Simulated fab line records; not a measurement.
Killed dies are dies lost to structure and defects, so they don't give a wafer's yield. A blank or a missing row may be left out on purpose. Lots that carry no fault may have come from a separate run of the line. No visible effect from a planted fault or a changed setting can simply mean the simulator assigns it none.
The same fault as seen by 3 desks    flow nand-harc    numbers are kept per desk, each desk with only its own; the story behind them comes last

== THE METROLOGY DESK ==
Lot by lot, what the gauges showed, no matter which tool ran the lot: averages of those sampled wafers that carry a number. A lot is out of limits, marked OUT, if its mean lies more than 4 standard deviations from the usual mean; the brackets give that distance.
Columns: A = thk-nm at NHARC_A_ONON_D2_THK_MEAS_05, usual 1001 nm
lot   first seen here  A
L742  day 12 20:04     998
L743  day 12 20:04     987
L744  day 13 10:57     1013
L746  day 14 04:07     1005
L745  day 14 08:10     996
L747  day 15 02:49     1000
L749  day 15 11:07     1011
L750  day 16 01:41     932 (-7.8) OUT
L753  day 16 19:38     918 (-9.4) OUT
L759  day 19 16:55     995
L760  day 19 16:55     1012
L763  day 21 06:05     1005
L764  day 21 12:51     1004
L765  day 22 03:31     997
Finding of this desk: L750, L753 out of limits; the first was L750 at day 16 01:41, on thk-nm at NHARC_A_ONON_D2_THK_MEAS_05. L742, L743, L744, L746, L745, L747, L749, L759, L760, L763, L764, L765: within limits.

== THE DEFECT DESK ==
Inspection counts along the route, by lot: the mean over sampled wafers that carry a number. A lot is out of limits, marked OUT, if its mean lies more than 4 standard deviations from the usual mean; the brackets give that distance.
Columns: A = raw-defect-count at NHARC_A_DECK1_JOINT_INSPECT_05, usual 365
lot   first seen here  A
L742  day 12 18:55     371
L743  day 12 18:55     576
L744  day 13 09:49     231
L746  day 14 02:58     342
L745  day 14 07:01     408
L747  day 15 01:40     457
L749  day 15 09:59     490
L750  day 16 00:32     240
L753  day 16 18:04     295
L759  day 19 15:46     428
L760  day 19 15:46     521
L763  day 21 04:57     197
L764  day 21 11:43     419
L765  day 22 02:22     261
This desk's finding: nothing out of limits on any of the 14 lots.

== TOOL OWNER'S DESK, pecvd-onon-01 ==
The tool's own readings at NHARC_A_ONON_D2_DEP_03 (target thk 1000 nm): means of the sampled wafers that have a number, for each lot that ran on this tool. A lot is out of limits, marked OUT, if its mean lies more than 4 standard deviations from the usual mean; the brackets give that distance.
Columns: A = sih4-flow-sccm at NHARC_A_ONON_D2_DEP_03, usual 210.0 sccm
lot   first seen here  A
L743  day 12 19:40     209.8
L745  day 14 07:42     210.1
L749  day 15 10:37     209.8
L750  day 16 01:11     210.5
L753  day 16 19:14     210.9
L759  day 19 16:24     210.3
L764  day 21 12:20     209.5
L765  day 22 03:04     210.2
This desk's finding: nothing out of limits on any of the 8 lots.

== TAKEN TOGETHER ==
On L750, L753, the metrology desk was in a position to raise an alarm at day 16 01:41.
Nothing the defect desk looked at was out of limits.
Nothing out of limits was seen by the tool owner's desk.
The defect desk has L750, L753 on record, within its limits.
The tool owner's desk has L750, L753 on record, within its limits.
Every lot named ran NHARC_A_ONON_D2_DEP_03 on pecvd-onon-01.

== WHAT THE SIMULATOR HAD INSERTED ==
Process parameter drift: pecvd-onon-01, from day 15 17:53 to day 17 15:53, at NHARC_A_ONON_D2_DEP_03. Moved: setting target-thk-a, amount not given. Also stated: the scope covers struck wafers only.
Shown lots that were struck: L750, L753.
Per desk, hours elapsed from the start of the fault to the first reading out of limits: for the metrology desk, 8.
